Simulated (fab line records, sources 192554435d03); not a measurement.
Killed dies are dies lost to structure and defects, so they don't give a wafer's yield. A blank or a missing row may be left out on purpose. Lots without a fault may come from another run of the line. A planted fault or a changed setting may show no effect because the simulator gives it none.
Split-lot experiment | flow n5_finfet | 7 lots, 21 wafers read, on a route of 1938 steps

THE SPLIT
At N5_MIM_BOT_SPUTTER_00 (material TiN, target thk 35 nm, time 89.7 s), the setting power_w was moved away from the recipe's 3000 W on 7 of the 21 wafers read, by -17.0% to +14.2%. The other wafers ran this setting at the recipe's value.

The reading is taken at the split's own step.

THE READING
TiN_of_MIM_BOT_SPUTTER_00.thk_nm (the simulator's own value, which no gauge read), in nm, at N5_MIM_BOT_SPUTTER_00 (material TiN, target thk 35 nm, time 89.7 s). The file gives no usual value for it. The 14 wafers here that ran the recipe average 35.1 nm, standard deviation 0.35 nm.

wafer  | tool, chamber at the split | power_w as run, W | against the recipe | TiN_of_MIM_BOT_SPUTTER_00.thk_nm, nm | against lot-mates on the recipe
L078.2 | pvd_sputter-02, -          | 3000              | recipe             | 35                                   | -
L078.5 | pvd_sputter-02, -          | 3000              | recipe             | 34.8                                 | -
L078.6 | pvd_sputter-02, -          | 3000              | recipe             | 34.8                                 | -
L083.1 | pvd_sputter-03, -          | 3000              | recipe             | 34.6                                 | -
L083.2 | pvd_sputter-03, -          | 3420              | +14.0%             | 39.6                                 | +5.0
L083.3 | pvd_sputter-03, -          | 3420              | +14.0%             | 39.6                                 | +5.0
L081.1 | pvd_sputter-02, -          | 3000              | recipe             | 35                                   | -
L081.5 | pvd_sputter-02, -          | 3000              | recipe             | 35                                   | -
L081.4 | pvd_sputter-02, -          | 2816              | -6.1%              | 32.4                                 | -2.6
L089.2 | pvd_sputter-03, -          | 2490              | -17.0%             | 28.6                                 | -6.2
L089.3 | pvd_sputter-03, -          | 3000              | recipe             | 34.8                                 | -
L089.5 | pvd_sputter-03, -          | 2490              | -17.0%             | 29                                   | -5.8
L088.4 | pvd_sputter-02, -          | 3000              | recipe             | 35.8                                 | -
L088.5 | pvd_sputter-02, -          | 3000              | recipe             | 35.4                                 | -
L088.6 | pvd_sputter-02, -          | 3000              | recipe             | 35.6                                 | -
L090.1 | pvd_sputter-02, -          | 3427              | +14.2%             | 40.2                                 | +5.4
L090.2 | pvd_sputter-02, -          | 3000              | recipe             | 34.8                                 | -
L090.4 | pvd_sputter-02, -          | 3427              | +14.2%             | 39.4                                 | +4.6
L093.1 | pvd_sputter-02, -          | 3000              | recipe             | 35.2                                 | -
L093.2 | pvd_sputter-02, -          | 3000              | recipe             | 35.6                                 | -
L093.6 | pvd_sputter-02, -          | 3000              | recipe             | 35                                   | -

THE FIT
A straight line over all 21 wafers: TiN_of_MIM_BOT_SPUTTER_00.thk_nm changes by +0.349 nm for each +1% of power_w; r = +0.99; the points scatter about the line by 0.39 nm.
The same after taking each lot's own level away (the mean of its wafers on the recipe; 21 wafers): +0.356 nm for each +1%; r = +1.00; scatter 0.21 nm.
On that fit, the largest move of power_w shifts the reading by 6 nm.
The lots' own levels span 34.60 to 35.60 nm, that is 2.8 times the standard deviation above.
So the lot-to-lot level changes the slope little: the two slopes agree.
Check: with one of the wafers moved furthest among these (-17.0%) left out of the fit, the line predicts -6.02 nm for it against its lot-mates. It came out at -6.2 nm against them.

OTHER SPLITS ON THESE WAFERS
These wafers also went through other splits before the reading. Each is held against what the fit with the lots' levels taken away leaves over:
other split on the same wafers | wafers away from the commonest value | r with TiN_of_MIM_BOT_SPUTTER_00.thk_nm (lot level and that fit taken away)
N5_BEOL_M12_COAT_04 spin_rpm   | 10                                   | +0.02
N5_BEOL_M14_COAT_58 spin_rpm   | 8                                    | -0.03
N5_BEOL_M14_EXPOSE_07 dose_mj  | 9                                    | -0.11
N5_BEOL_M15_SPUTTER_43 power_w | 4                                    | +0.20
N5_BEOL_M15_SPUTTER_44 power_w | 5                                    | -0.34

THE FILE'S OWN FIT
TiN_of_MIM_BOT_SPUTTER_00.thk_nm changes by +0.357 nm for each +1% of power_w, r = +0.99.
